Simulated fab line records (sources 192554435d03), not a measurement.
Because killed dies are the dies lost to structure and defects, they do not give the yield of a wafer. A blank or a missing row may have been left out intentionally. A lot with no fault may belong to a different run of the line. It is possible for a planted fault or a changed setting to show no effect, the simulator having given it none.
fab line records	flow n5_finfet
[record] lots = 24	wafers = 72	last_day = 17
route steps=1938 shown BEOL_M5@1127 BEOL_M6@1228
lots with no fault: from the same line, run without faults
start_h: start of the lot's first displayed wafer, in hours after the record's first day	wait_h: hours from the lot's prior step to this one	" the same as in the row above	L1.1+2: a single row standing in for several wafers	- no value present, or no start provided	* or withheld: withheld	< > ~ a bound
route shown NAME@n: a module of which the file shows steps, and the number in the route of the first	usual: mean and standard deviation over wafers with no fault	same: alike in all rows	chamber/n: place in a boat	sites: readings site by site	_std_site: standard deviation of those values	_edge_site: mean of outer sites minus mean of inner sites	radius_mm: for every site, how far away it sits from the centre of the wafer	mask NAME#n: copy n	behind: the most recent tool/chamber to have shaped the wafer	hold: why the lot was held/for how many hours/how that ended	device: the n, p or np transistor that did not switch	end of line: the tests these same wafers got at the end of their route	a step with no rows: only its recipe	killed: count of dies lost to structure and defects at first sort (not the wafer's yield)	map: a wafer's dies, marking killed ones x, the rest . and places with no die _
set.NAME: the setting the step ran with; set.NAME@STEP: the setting that earlier step ran with	model.NAME: the simulator's own value behind a step, which no gauge read
route steps across a sampled set of lots; one table per step, one row per wafer
services: the hour from which a tool's chamber was out of use, counted from the record's first day as start_h (under 0 if before that day), plus the number of hours and why
[[steps]]
[step N5_BEOL_M5_OVL_MEAS_12]
[recipe] points_per_wafer = 522
[usual] M5_OVL = -0.2/0.61
lot.wafer	tool	chamber	start_h	wait_h	M5_OVL[nm]
L075.1	overlay-01	0	167.07	0.0	-0.6
L075.4	"	0	"	"	-0.8
L075.5	"	0	"	"	0.3
L074.1	overlay-01	0	174.09	0.0	0.1
L074.3	"	0	"	"	0.4
L074.6	"	0	"	"	-0.1
L076.2	overlay-02	0	176.82	0.0	-1.1
L076.3	"	0	"	"	-0.1
L076.6	"	0	"	"	-0.5
L077.3	overlay-02	0	184.28	0.0	0.1
L077.4	"	0	"	"	1.0
L077.6	"	0	"	"	0.6
L078.1	overlay-02	0	187.82	0.0	0.0
L078.3	"	0	"	"	-0.1
L078.5	"	0	"	"	0.1
L079.1	overlay-02	0	199.25	0.0	-0.4
L079.5	"	0	"	"	-0.3
L079.6	"	0	"	"	-0.3
L080.1	overlay-02	0	199.69	0.0	-0.2
L080.4	"	0	"	"	-0.4
L080.6	"	0	"	"	-0.4
L081.4	overlay-01	0	215.25	0.0	0.5
L081.5	"	0	"	"	-0.2
L081.6	"	0	"	"	0.1
L082.2	overlay-02	0	220.01	0.0	-0.3
L082.3	"	0	"	"	-0.4
L082.6	"	0	"	"	-1.2
L083.1	overlay-02	0	231.26	0.0	-1.2
L083.2	"	0	"	"	-0.2
L083.4	"	0	"	"	-0.6
L084.1	overlay-02	0	238.45	0.0	-0.3
L084.2	"	0	"	"	-0.6
L084.3	"	0	"	"	-0.8
L085.2	overlay-01	0	239.26	0.0	-0.7
L085.3	"	0	"	"	0.6
L085.4	"	0	"	"	-0.6
L086.2	overlay-02	0	239.92	0.0	-0.2
L086.3	"	0	"	"	-1.0
L086.5	"	0	"	"	-1.2
L087.2	overlay-02	0	244.04	0.0	-1.4
L087.3	"	0	"	"	-0.2
L087.6	"	0	"	"	-0.5
L089.3	overlay-01	0	257.55	0.0	-0.1
L089.5	"	0	"	"	-0.4
L089.6	"	0	"	"	0.3
L088.1	overlay-01	0	261.06	0.0	-0.8
L088.3	"	0	"	"	0.1
L088.4	"	0	"	"	0.0
L091.2	overlay-02	0	267.35	0.0	0.1
L091.5	"	0	"	"	-0.5
L091.6	"	0	"	"	0.5
L092.1	overlay-01	0	272.30	0.0	0.7
L092.4	"	0	"	"	-0.3
L092.6	"	0	"	"	-1.0
L090.2	overlay-01	0	275.53	0.0	0.3
L090.5	"	0	"	"	0.8
L090.6	"	0	"	"	0.0
L093.3	overlay-01	0	295.02	0.0	0.6
L093.4	"	0	"	"	-0.9
L093.6	"	0	"	"	-0.1
L095.1	overlay-01	0	296.57	0.0	-0.5
L095.2	"	0	"	"	0.1
L095.4	"	0	"	"	-0.3
L094.1	overlay-02	0	297.68	0.0	-2.1
L094.2	"	0	"	"	-1.3
L094.6	"	0	"	"	-1.8
L096.2	overlay-01	0	299.39	0.0	-0.4
L096.4	"	0	"	"	-0.7
L096.5	"	0	"	"	-0.4
L097.1	overlay-01	0	300.20	0.0	1.1
L097.2	"	0	"	"	1.3
L097.5	"	0	"	"	0.5
[step N5_BEOL_M5_CD_MEAS_18]
[recipe] pitch_nm = 56	target_cd_nm = 28
[usual] cd_nm = 28.02/0.28
lot.wafer	tool	chamber	start_h	wait_h	cd_nm
L075.1	cd_sem-03	-	167.59	0.0	27.92
L075.4	"	-	"	"	27.86
L075.5	"	-	"	"	27.63
L074.1	cd_sem-03	-	174.61	0.0	27.81
L074.3	"	-	"	"	28.18
L074.6	"	-	"	"	27.57
L076.2	cd_sem-01	-	177.35	0.1	28.40
L076.3	"	-	"	"	27.97
L076.6	"	-	"	"	27.83
L077.3	cd_sem-03	-	184.97	0.1	27.90
L077.4	"	-	"	"	28.11
L077.6	"	-	"	"	28.33
L078.1	cd_sem-03	-	188.34	0.0	27.81
L078.3	"	-	"	"	28.21
L078.5	"	-	"	"	27.66
L079.1	cd_sem-02	-	199.79	0.0	28.19
L079.5	"	-	"	"	27.67
L079.6	"	-	"	"	28.44
L080.1	cd_sem-01	-	200.22	0.0	27.83
L080.4	"	-	"	"	27.94
L080.6	"	-	"	"	28.09
L081.4	cd_sem-02	-	216.02	0.1	27.96
L081.5	"	-	"	"	28.22
L081.6	"	-	"	"	28.03
L082.2	cd_sem-02	-	220.83	0.1	28.02
L082.3	"	-	"	"	27.88
L082.6	"	-	"	"	28.21
L083.1	cd_sem-02	-	231.78	0.0	28.18
L083.2	"	-	"	"	27.47
L083.4	"	-	"	"	28.24
L084.1	cd_sem-02	-	239.06	0.0	27.61
L084.2	"	-	"	"	27.97
L084.3	"	-	"	"	27.55
L085.2	cd_sem-03	-	239.91	0.1	28.06
L085.3	"	-	"	"	28.25
L085.4	"	-	"	"	28.15
L086.2	cd_sem-03	-	240.85	0.1	27.67
L086.3	"	-	"	"	28.03
L086.5	"	-	"	"	28.13
L087.2	cd_sem-01	-	244.55	0.1	28.73
L087.3	"	-	"	"	28.18
L087.6	"	-	"	"	28.63
L089.3	cd_sem-03	-	258.55	0.1	28.11
L089.5	"	-	"	"	28.40
L089.6	"	-	"	"	28.31
L088.1	cd_sem-02	-	262.08	0.0	27.74
L088.3	"	-	"	"	28.20
L088.4	"	-	"	"	28.13
L091.2	cd_sem-03	-	267.88	0.1	28.24
L091.5	"	-	"	"	28.26
L091.6	"	-	"	"	28.24
L092.1	cd_sem-03	-	272.84	0.0	28.37
L092.4	"	-	"	"	27.76
L092.6	"	-	"	"	27.94
L090.2	cd_sem-02	-	276.78	0.1	28.50
L090.5	"	-	"	"	28.06
L090.6	"	-	"	"	28.04
L093.3	cd_sem-01	-	296.36	0.1	28.21
L093.4	"	-	"	"	28.72
L093.6	"	-	"	"	28.15
L095.1	cd_sem-03	-	297.57	0.0	28.06
L095.2	"	-	"	"	27.72
L095.4	"	-	"	"	28.02
L094.1	cd_sem-02	-	299.68	0.0	28.06
L094.2	"	-	"	"	27.72
L094.6	"	-	"	"	27.87
L096.2	cd_sem-03	-	301.00	0.1	28.01
L096.4	"	-	"	"	28.41
L096.5	"	-	"	"	27.95
L097.1	cd_sem-01	-	301.66	0.0	27.58
L097.2	"	-	"	"	28.00
L097.5	"	-	"	"	27.92
[step N5_BEOL_M5_OCD_MEAS_38]
[usual] trench_depth_nm = 71.5/1.2
lot.wafer	tool	chamber	start_h	wait_h	trench_depth_nm
L075.1	ocd-01	-	168.80	-	70.7
L075.4	"	-	"	"	71.3
L075.5	"	-	"	"	70.1
L074.1	ocd-01	-	176.13	-	72.3
L074.3	"	-	"	"	71.1
L074.6	"	-	"	"	71.4
L076.2	ocd-01	-	179.64	-	71.5
L076.3	"	-	"	"	69.6
L076.6	"	-	"	"	70.6
L077.3	ocd-02	-	186.97	-	71.9
L077.4	"	-	"	"	71.5
L077.6	"	-	"	"	71.5
L078.1	ocd-02	-	191.58	-	71.6
L078.3	"	-	"	"	70.3
L078.5	"	-	"	"	70.4
L079.1	ocd-01	-	202.50	-	70.2
L079.5	"	-	"	"	71.9
L079.6	"	-	"	"	74.4
L080.1	ocd-02	-	202.89	-	70.0
L080.4	"	-	"	"	71.1
L080.6	"	-	"	"	72.9
L081.4	ocd-01	-	219.82	-	70.6
L081.5	"	-	"	"	73.8
L081.6	"	-	"	"	71.6
L082.2	ocd-02	-	223.39	-	75.0
L082.3	"	-	"	"	72.1
L082.6	"	-	"	"	71.1
L083.1	ocd-01	-	232.65	-	71.4
L083.2	"	-	"	"	70.4
L083.4	"	-	"	"	71.2
L084.1	ocd-02	-	239.98	-	69.8
L084.2	"	-	"	"	70.4
L084.3	"	-	"	"	71.2
L085.2	ocd-01	-	241.00	-	70.9
L085.3	"	-	"	"	70.9
L085.4	"	-	"	"	70.6
L086.2	ocd-02	-	241.76	-	71.6
L086.3	"	-	"	"	71.0
L086.5	"	-	"	"	70.8
L087.2	ocd-02	-	248.01	-	71.7
L087.3	"	-	"	"	71.2
L087.6	"	-	"	"	70.7
L089.3	ocd-01	-	260.62	-	71.7
L089.5	"	-	"	"	71.1
L089.6	"	-	"	"	70.8
L088.1	ocd-02	-	262.99	-	72.9
L088.3	"	-	"	"	71.4
L088.4	"	-	"	"	72.4
L091.2	ocd-01	-	269.12	-	71.2
L091.5	"	-	"	"	72.7
L091.6	"	-	"	"	71.4
L092.1	ocd-02	-	274.86	-	73.1
L092.4	"	-	"	"	71.3
L092.6	"	-	"	"	71.0
L090.2	ocd-02	-	277.84	-	74.1
L090.5	"	-	"	"	72.5
L090.6	"	-	"	"	72.0
L093.3	ocd-01	-	299.66	-	70.0
L093.4	"	-	"	"	69.2
L093.6	"	-	"	"	69.9
L095.1	ocd-02	-	300.07	-	72.6
L095.2	"	-	"	"	70.6
L095.4	"	-	"	"	71.3
L094.1	ocd-02	-	301.20	-	73.6
L094.2	"	-	"	"	70.5
L094.6	"	-	"	"	70.2
L096.2	ocd-01	-	302.25	-	70.3
L096.4	"	-	"	"	69.4
L096.5	"	-	"	"	69.4
L097.1	ocd-02	-	305.82	-	71.0
L097.2	"	-	"	"	70.2
L097.5	"	-	"	"	70.6
[step N5_BEOL_M5_CD_MEAS_35]
[recipe] target_cd_nm = 28	target_cd_y_nm = 24	polarity = opening
[usual] cd_nm = 28.05/0.28
lot.wafer	tool	chamber	start_h	wait_h	cd_nm
L075.1	cd_sem-02	-	168.96	0.0	28.04
L075.4	"	-	"	"	28.19
L075.5	"	-	"	"	27.73
L074.1	cd_sem-01	-	176.28	0.0	28.24
L074.3	"	-	"	"	28.20
L074.6	"	-	"	"	27.71
L076.2	cd_sem-01	-	179.79	0.0	27.95
L076.3	"	-	"	"	28.15
L076.6	"	-	"	"	27.79
L077.3	cd_sem-01	-	187.12	0.0	28.05
L077.4	"	-	"	"	27.70
L077.6	"	-	"	"	28.10
L078.1	cd_sem-02	-	191.73	0.0	27.93
L078.3	"	-	"	"	28.36
L078.5	"	-	"	"	27.82
L079.1	cd_sem-02	-	202.65	0.0	28.50
L079.5	"	-	"	"	28.06
L079.6	"	-	"	"	28.12
L080.1	cd_sem-02	-	203.04	0.0	27.98
L080.4	"	-	"	"	28.02
L080.6	"	-	"	"	27.78
L081.4	cd_sem-03	-	219.97	0.0	27.94
L081.5	"	-	"	"	28.06
L081.6	"	-	"	"	27.67
L082.2	cd_sem-02	-	223.55	0.0	28.08
L082.3	"	-	"	"	28.28
L082.6	"	-	"	"	28.55
L083.1	cd_sem-03	-	232.80	0.0	28.36
L083.2	"	-	"	"	27.90
L083.4	"	-	"	"	27.87
L084.1	cd_sem-03	-	240.13	0.0	27.93
L084.2	"	-	"	"	27.72
L084.3	"	-	"	"	27.45
L085.2	cd_sem-01	-	241.16	0.0	27.72
L085.3	"	-	"	"	28.14
L085.4	"	-	"	"	27.83
L086.2	cd_sem-03	-	241.92	0.0	27.64
L086.3	"	-	"	"	27.86
L086.5	"	-	"	"	28.12
L087.2	cd_sem-02	-	248.16	0.0	28.56
L087.3	"	-	"	"	28.33
L087.6	"	-	"	"	28.90
L089.3	cd_sem-02	-	260.77	0.0	28.11
L089.5	"	-	"	"	28.21
L089.6	"	-	"	"	28.12
L088.1	cd_sem-03	-	263.14	0.0	28.31
L088.3	"	-	"	"	28.49
L088.4	"	-	"	"	28.34
L091.2	cd_sem-03	-	269.28	0.0	28.48
L091.5	"	-	"	"	27.95
L091.6	"	-	"	"	28.14
L092.1	cd_sem-02	-	275.02	0.0	27.93
L092.4	"	-	"	"	27.95
L092.6	"	-	"	"	28.19
L090.2	cd_sem-02	-	278.00	0.0	28.15
L090.5	"	-	"	"	28.01
L090.6	"	-	"	"	28.22
L093.3	cd_sem-02	-	299.82	0.0	28.18
L093.4	"	-	"	"	28.55
L093.6	"	-	"	"	28.03
L095.1	cd_sem-03	-	300.23	0.0	27.89
L095.2	"	-	"	"	28.28
L095.4	"	-	"	"	28.31
L094.1	cd_sem-03	-	301.36	0.0	28.09
L094.2	"	-	"	"	27.53
L094.6	"	-	"	"	28.09
L096.2	cd_sem-03	-	302.51	0.0	28.12
L096.4	"	-	"	"	28.08
L096.5	"	-	"	"	27.72
L097.1	cd_sem-01	-	305.98	0.0	28.03
L097.2	"	-	"	"	28.35
L097.5	"	-	"	"	27.56
[step N5_BEOL_M6_OVL_MEAS_29]
[recipe] points_per_wafer = 522
[usual] V5_OVL = 0.5/0.68
lot.wafer	tool	chamber	start_h	wait_h	V5_OVL[nm]
L075.1	overlay-02	0	182.99	0.0	0.1
L075.4	"	0	"	"	0.5
L075.5	"	0	"	"	1.0
L074.1	overlay-02	0	186.44	0.0	-0.1
L074.3	"	0	"	"	0.5
L074.6	"	0	"	"	0.3
L076.2	overlay-02	0	194.32	0.0	0.2
L076.3	"	0	"	"	0.9
L076.6	"	0	"	"	1.3
L077.3	overlay-02	0	198.39	0.0	0.6
L077.4	"	0	"	"	0.4
L077.6	"	0	"	"	1.1
L078.1	overlay-01	0	205.55	0.0	1.1
L078.3	"	0	"	"	1.2
L078.5	"	0	"	"	1.0
L079.1	overlay-01	0	219.21	0.0	0.5
L079.5	"	0	"	"	0.6
L079.6	"	0	"	"	0.8
L080.1	overlay-02	0	219.39	0.0	0.2
L080.4	"	0	"	"	0.2
L080.6	"	0	"	"	0.4
L081.4	overlay-01	0	234.77	0.0	1.0
L081.5	"	0	"	"	1.4
L081.6	"	0	"	"	0.4
L082.2	overlay-02	0	235.51	0.0	0.2
L082.3	"	0	"	"	-0.2
L082.6	"	0	"	"	0.2
L083.1	overlay-01	0	246.97	0.0	1.0
L083.2	"	0	"	"	-0.6
L083.4	"	0	"	"	0.1
L086.2	overlay-02	0	252.56	0.0	2.0
L086.3	"	0	"	"	0.1
L086.5	"	0	"	"	1.3
L084.1	overlay-01	0	252.60	0.0	-0.2
L084.2	"	0	"	"	-0.1
L084.3	"	0	"	"	1.0
L085.2	overlay-01	0	252.94	0.0	0.0
L085.3	"	0	"	"	0.6
L085.4	"	0	"	"	1.3
L087.2	overlay-01	0	259.60	0.0	1.3
L087.3	"	0	"	"	0.4
L087.6	"	0	"	"	0.1
L089.3	overlay-02	0	271.47	0.0	-0.6
L089.5	"	0	"	"	-0.4
L089.6	"	0	"	"	0.1
L088.1	overlay-02	0	272.17	0.0	-0.1
L088.3	"	0	"	"	-1.1
L088.4	"	0	"	"	0.9
L091.2	overlay-01	0	279.67	0.0	-0.3
L091.5	"	0	"	"	-0.5
L091.6	"	0	"	"	0.2
L092.1	overlay-01	0	286.25	0.0	-0.7
L092.4	"	0	"	"	0.3
L092.6	"	0	"	"	0.1
L090.2	overlay-01	0	288.26	0.0	-0.2
L090.5	"	0	"	"	1.4
L090.6	"	0	"	"	0.3
L094.1	overlay-01	0	314.86	0.0	0.8
L094.2	"	0	"	"	0.6
L094.6	"	0	"	"	1.0
L093.3	overlay-01	0	314.92	0.0	0.5
L093.4	"	0	"	"	1.2
L093.6	"	0	"	"	-0.4
L095.1	overlay-01	0	314.95	0.0	0.9
L095.2	"	0	"	"	0.8
L095.4	"	0	"	"	0.2
L096.2	overlay-01	0	315.37	0.0	1.7
L096.4	"	0	"	"	0.7
L096.5	"	0	"	"	0.5
L097.1	overlay-01	0	316.82	0.1	0.6
L097.2	"	0	"	"	-0.3
L097.5	"	0	"	"	0.1
[step N5_BEOL_M6_STRIP_36]
[recipe] chemistry = N2/H2	power_w = 450	temp_c = 40	pressure_mtorr = 20	rf_frequency_hz = 6e+07	overash_fraction = 0.3	bias_power_w = 7	h2_frac = 0.5	n2_flow_sccm = 200	h2_flow_sccm = 200
[usual] drypump_motor_current_A = 5.6/0.57	oes_product_au = 0.82/0.082	rf_vpp_V = 59.1/1.5	showerhead_plenum_p_Torr = 2.55/0.077	throttle_valve_pct = 23.64/0.22
lot.wafer	tool	chamber	start_h	wait_h	drypump_motor_current_A	oes_product_au	rf_hours_counter_h	rf_vpp_V	showerhead_plenum_p_Torr	throttle_valve_pct
L075.1	rie_diel-06	2	183.31	0.0	6.1	0.85	43	59.7	2.48	23.65
L075.4	"	2	"	"	6.1	0.85	-	61.6	2.48	23.64
L075.5	"	0	"	"	5.8	0.71	-	58.1	2.52	23.63
L074.1	rie_diel-06	2	186.77	0.0	6.1	0.84	45	58.5	2.48	23.59
L074.3	"	3	"	"	5.0	0.71	227	58.7	2.52	23.94
L074.6	"	2	"	"	6.1	0.85	-	62.8	2.48	23.61
L076.2	rie_diel-06	2	194.63	0.0	6.1	0.84	48	60.0	2.48	23.65
L076.3	"	1	"	"	5.3	0.90	17	60.8	2.60	23.55
L076.6	"	2	"	"	6.1	0.83	-	54.9	2.48	23.60
L077.3	rie_diel-02	2	198.91	0.0	4.9	0.79	112	57.4	2.56	23.93
L077.4	"	2	"	"	5.0	0.79	-	57.9	2.56	23.99
L077.6	"	1	"	"	6.7	0.92	-	58.7	2.48	23.55
L078.1	rie_diel-04	2	205.88	0.0	5.1	0.90	52	60.0	2.57	23.40
L078.3	"	3	"	"	5.5	0.78	121	58.0	2.55	23.73
L078.5	"	1	"	"	5.5	0.70	-	59.4	2.51	23.90
L079.1	rie_diel-02	1	219.54	0.0	6.7	0.91	41	60.5	2.48	23.55
L079.5	"	2	"	"	5.0	0.78	-	58.6	2.55	23.97
L079.6	"	3	"	"	5.9	0.87	-	57.6	2.69	23.49
L080.1	rie_diel-02	2	219.93	0.0	5.0	0.79	121	60.3	2.55	24.00
L080.4	"	0	"	"	5.0	0.91	14	61.3	2.71	23.49
L080.6	"	2	"	"	5.0	0.78	-	59.8	2.55	23.98
L081.4	rie_diel-04	0	236.74	0.0	6.3	0.82	76	59.6	2.57	23.03
L081.5	"	1	"	"	5.5	0.70	-	59.6	2.51	23.95
L081.6	"	2	"	"	5.2	0.87	-	60.7	2.56	23.35
L082.2	rie_diel-06	1	236.97	0.0	5.3	0.88	31	58.4	2.59	23.57
L082.3	"	2	"	"	6.1	0.82	66	60.6	2.47	23.66
L082.6	"	3	"	"	5.0	0.69	-	60.3	2.51	23.96
L083.1	rie_diel-06	0	247.43	0.0	5.8	0.70	233	58.7	2.50	23.63
L083.2	"	1	"	"	5.3	0.86	36	58.4	2.59	23.58
L083.4	"	1	"	"	5.3	0.87	-	60.8	2.59	23.59
L086.2	rie_diel-04	2	252.88	0.0	5.1	0.86	71	59.7	2.56	23.43
L086.3	"	1	"	"	5.5	0.70	228	57.9	2.51	23.98
L086.5	"	2	"	"	5.1	0.86	-	58.4	2.56	23.42
L084.1	rie_diel-02	3	252.92	0.0	5.9	0.86	59	60.2	2.69	23.51
L084.2	"	1	"	"	6.7	0.91	42	60.1	2.48	23.58
L084.3	"	2	"	"	5.0	0.76	122	58.8	2.55	23.96
L085.2	rie_diel-02	0	253.32	0.0	5.0	0.92	16	60.4	2.70	23.50
L085.3	"	2	"	"	5.0	0.79	123	58.5	2.55	23.99
L085.4	"	3	"	"	5.9	0.86	59	59.5	2.69	23.49
L087.2	rie_diel-02	1	259.92	0.0	6.7	0.88	44	58.9	2.48	23.55
L087.3	"	3	"	"	5.9	0.86	61	60.0	2.69	23.45
L087.6	"	0	"	"	5.0	0.91	-	57.4	2.70	23.50
L089.3	rie_diel-02	3	272.02	0.0	5.9	0.85	67	57.3	2.68	23.52
L089.5	"	2	"	"	4.9	0.77	-	56.2	2.55	23.97
L089.6	"	1	"	"	6.7	0.89	-	55.5	2.48	23.57
L088.1	rie_diel-02	3	272.50	0.0	5.9	0.85	67	61.2	2.69	23.51
L088.3	"	0	"	"	5.0	0.89	24	60.5	2.70	23.51
L088.4	"	2	"	"	4.9	0.77	130	62.3	2.55	24.00
L091.2	rie_diel-02	3	279.99	0.0	5.9	0.84	70	60.2	2.68	23.51
L091.5	"	2	"	"	4.9	0.76	-	61.5	2.55	24.02
L091.6	"	1	"	"	6.7	0.88	-	59.1	2.48	23.58
L092.1	rie_diel-06	0	286.90	0.0	5.8	0.69	248	59.0	2.50	23.65
L092.4	"	3	"	"	4.9	0.99	9	59.4	2.50	23.63
L092.6	"	0	"	"	5.8	0.68	-	59.5	2.50	23.68
L090.2	rie_diel-06	0	288.64	0.0	5.8	0.69	249	60.4	2.50	23.63
L090.5	"	1	"	"	5.3	0.83	-	57.5	2.58	23.60
L090.6	"	2	"	"	6.1	0.80	-	58.7	2.46	23.65
L094.1	rie_diel-04	1	315.28	0.0	5.5	0.67	247	59.2	2.50	23.97
L094.2	"	0	"	"	6.3	0.78	109	56.6	2.56	23.09
L094.6	"	0	"	"	6.3	0.78	-	60.4	2.55	23.10
L093.3	rie_diel-06	0	315.69	0.0	5.8	0.98	3	59.3	2.50	23.43
L093.4	"	2	"	"	6.1	0.78	99	57.8	2.45	23.69
L093.6	"	2	"	"	6.1	0.77	-	60.6	2.46	23.69
L095.1	rie_diel-02	3	315.81	0.0	5.9	0.84	81	59.6	2.68	23.55
L095.2	"	1	"	"	6.7	0.86	64	60.5	2.47	23.60
L095.4	"	2	"	"	5.0	0.75	143	60.6	2.54	24.03
L096.2	rie_diel-06	1	316.15	0.0	5.3	0.82	63	57.5	2.58	23.62
L096.4	"	0	"	"	5.8	0.99	3	58.9	2.50	23.47
L096.5	"	1	"	"	5.3	0.81	-	59.4	2.58	23.64
L097.1	rie_diel-04	1	317.23	0.0	5.5	0.66	248	58.1	2.50	23.98
L097.2	"	0	"	"	6.2	0.78	110	58.6	2.55	23.10
L097.5	"	0	"	"	6.2	0.78	-	61.8	2.56	23.09
[[services]]
tool	chamber	start_h	hours	kind
rie_diel-02	0	162.16	-	clean
rie_diel-02	0	162.16	-	consumable_replace:focus_ring
rie_diel-02	0	162.16	-	consumable_replace:showerhead
rie_diel-02	0	162.16	13.7	scheduled_down
rie_diel-02	0	162.16	13.7	vent_cycle
rie_diel-06	1	175.24	16.7	repair
rie_diel-02	3	196.56	2.4	repair
rie_diel-02	-	217.41	0.9	repair
rie_diel-02	-	221.67	28.1	pm
rie_diel-06	3	240.20	-	clean
rie_diel-06	3	240.20	-	consumable_replace:focus_ring
rie_diel-06	3	240.20	19.6	scheduled_down
rie_diel-06	3	240.20	19.6	vent_cycle
rie_diel-04	1	283.96	9.8	repair
rie_diel-06	0	291.93	-	clean
rie_diel-06	0	291.93	-	consumable_replace:focus_ring
rie_diel-06	0	291.93	14.4	scheduled_down
rie_diel-06	0	291.93	14.4	vent_cycle
rie_diel-04	2	306.92	9.3	repair
[[key]]
fault none
